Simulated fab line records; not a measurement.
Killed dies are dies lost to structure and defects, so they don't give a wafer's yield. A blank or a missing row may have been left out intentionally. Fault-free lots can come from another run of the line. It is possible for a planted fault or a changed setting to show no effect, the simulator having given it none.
A lot that was struck, set against a sound lot | flow nand-harc | 40 steps out of a route of 1302
Sound: the wafers L654.1, L654.4, L654.6. Wafers struck: L661.1, L661.3, L661.6. The cause is given at the end.
Per side, at each step with rows, come the tool, then ch with its chambers, and then its first start. Under that, the readings that differ: sound wafers | struck wafers | difference of the means | sigmas: that difference in standard deviations of wafers without a fault.
alike: a reading whose means differ by less than 2 such deviations, as well as words and numbers matching on both sides. not compared: withheld readings; readings where some wafer has no value; bounds like >300 that might hide an equal value; numbers whose values overlap and for which the record gives no deviation.
A row with sigmas, a row that says differs or no value, or rows on one side alone: a step with any of these is where the two part. Numbers that have no deviation but don't overlap get no sigmas and don't part them. A reading that every wafer of one side lacks parts them only if that side has two wafers or more.

first, 2 steps without rows for these wafers: NHARC_A_STAIRCASE_SRD_154; NHARC_A_STAIRCASE_ETCH_403 (etches SiO2 in dHF, target depth 108.2 nm).
NHARC_A_STAIRCASE_ETCHBACK_422: etches the open film in CH3F/O2, target depth 40 nm, time 74.286 s.
  sound on rie-diel-02 ch 0,1, day 19 11:11; struck on rie-diel-11 ch 2,3, day 22 22:16
  alike: drypump-motor-current-A, oes-product-au, rf-vpp-V, showerhead-plenum-p-Torr, throttle-valve-pct
  not compared: rf-hours-counter-h
then, 1 step without rows for these wafers: NHARC_A_STAIRCASE_ETCH_423 (etches SiO2 in dHF, target depth 30 nm).
NHARC_A_STAIRCASE_ETCHBACK_157: etches the open film in CH3F/O2, target depth 90 nm, time 167.14 s.
  sound on rie-diel-02 ch 0,2, day 19 11:32; struck on rie-diel-02 ch 0,1,2, day 22 22:40
  reading               | sound          | struck         | difference | sigmas
  oes-product-au (a.u.) | 1.00 1.00 1.00 | 0.93 0.92 0.91 | -0.08      | -2
  alike: drypump-motor-current-A, rf-vpp-V, showerhead-plenum-p-Torr, throttle-valve-pct
  not compared: rf-hours-counter-h
NHARC_A_STAIRCASE_STRIP_475: strips in O2, time 20 s.
  sound on rie-diel-02 ch 0,1,3; struck on rie-diel-02 ch 0,1,2
  alike: drypump-motor-current-A, oes-product-au, rf-vpp-V, showerhead-plenum-p-Torr, throttle-valve-pct
  not compared: rf-hours-counter-h
then, 1 step without rows for these wafers: NHARC_A_STAIRCASE_DEP_471 (deposits SiO2, target thk 100 nm).
NHARC_A_STAIRCASE_CMP_472: polishes SiO2.
  sound on cmp-02 ch 1,3, day 19 12:07; struck on cmp-03 ch 0,1, day 22 23:10
  alike: edge-zone-pressure-frac, motor-current-A, slurry-flow-ml-min
after that, 1 step had no rows for these wafers: NHARC_A_STAIRCASE_SRD_474.
NHARC_A_STAIRCASE_INSPECT_155:
  struck on defect-inspect-01, day 22 23:31; sound on defect-inspect-01, day 19 12:26
  alike: raw-defect-count
NHARC_A_SGD_CUT_DEP_00: deposits SiNx, target thk 50 nm.
  sound on pecvd-02 ch 0,1, day 19 12:30; struck on pecvd-02 ch 0,2, day 22 23:35
  alike: heater-power-w, susceptor-temp-C
then, 10 steps without rows for these wafers: NHARC_A_SGD_CUT_DEHYDRATE_01 (time 120 s); NHARC_A_SGD_CUT_HMDS_02 (time 30 s); NHARC_A_SGD_CUT_COAT_56 (time 75 s); NHARC_A_SGD_CUT_COAT_57 (time 65 s); NHARC_A_SGD_CUT_COAT_03 (resist thk 90 nm); NHARC_A_SGD_CUT_SOFTBAKE_04 (time 55 s); NHARC_A_SGD_CUT_EBR_05; NHARC_A_SGD_CUT_EXPOSE_06 (exposes mask SGD); NHARC_A_SGD_CUT_PEB_07 (peb time 65 s); NHARC_A_SGD_CUT_DEVELOP_08 (develop time 35 s).
NHARC_A_SGD_CUT_CD_MEAS_09 targets a cd of 100 nm.
  sound on cd-sem-01 ch 0, day 19 13:13; struck on cd-sem-02 ch 0, day 23 00:18
  alike: cd-nm
NHARC_A_SGD_CUT_OVL_MEAS_10:
  struck on overlay-01, day 23 00:23; sound on overlay-02, day 19 13:19
  alike: overlay-x-nm, overlay-y-nm
NHARC_A_SGD_CUT_INSPECT_11:
  struck on defect-inspect-01, day 23 00:26; sound on defect-inspect-02, day 19 13:21
  alike: raw-defect-count
then, 3 steps without rows for these wafers: NHARC_A_SGD_CUT_DESCUM_14 (chemistry O2, time 3 s); NHARC_A_SGD_CUT_ETCH_58 (etches the open film in CF4, target depth 39 nm, time 65 s); NHARC_A_SGD_CUT_ETCH_59 (etches the open film in N2/H2, target depth 260 nm, time 406.25 s).
NHARC_A_SGD_CUT_ETCH_15: etches the open film in CH3F/O2, target depth 75 nm, time 64.3 s.
  sound on rie-diel-01 ch 1,2; struck on rie-diel-06 ch 0,1,2
  alike: drypump-motor-current-A, oes-product-au, rf-vpp-V, showerhead-plenum-p-Torr, throttle-valve-pct
  not compared: rf-hours-counter-h
then, 11 steps without rows for these wafers: NHARC_A_SGD_CUT_ETCH_16 (etches the open film in C4F8/O2/Ar, target depth 310.5 nm, time 155.2 s); NHARC_A_SGD_CUT_STRIP_60 (strips in C4F8/O2/Ar); NHARC_A_SGD_CUT_STRIP_17 (strips in O2); NHARC_A_SGD_CUT_PRECLEAN_18 (cleans in SC1); NHARC_A_SGD_CUT_SRD_19; NHARC_A_SGD_CUT_DEP_20 (deposits SiO2, target thk 150 nm); NHARC_A_SGD_CUT_ANNEAL_27 (time 1800 s); NHARC_A_SGD_CUT_CMP_21 (polishes, target thk 148.19 nm); NHARC_A_SGD_CUT_SRD_23; NHARC_A_SGD_CUT_ETCH_26 (etches SiO2 in dHF, target depth 45.8 nm); NHARC_A_SGD_CUT_ETCHBACK_24 (etches the open film in CH3F/O2, target depth 50 nm, time 92.857 s).
-- break in the record here, with 5 days between the starts of the struck wafers on either side (left off in module A_SGD_CUT, picked up again in module END, where the first step shown is number 1302 on the route) --
NHARC_END_SORT_01:
  here the record holds rows for the struck wafers (prober-02 ch 0, day 28 05:50) but none for the sound ones

WHERE THEY PART
At NHARC_A_STAIRCASE_ETCHBACK_157 first; at NHARC_END_SORT_01 last (within this record only).

WHY: whatever the simulator had introduced
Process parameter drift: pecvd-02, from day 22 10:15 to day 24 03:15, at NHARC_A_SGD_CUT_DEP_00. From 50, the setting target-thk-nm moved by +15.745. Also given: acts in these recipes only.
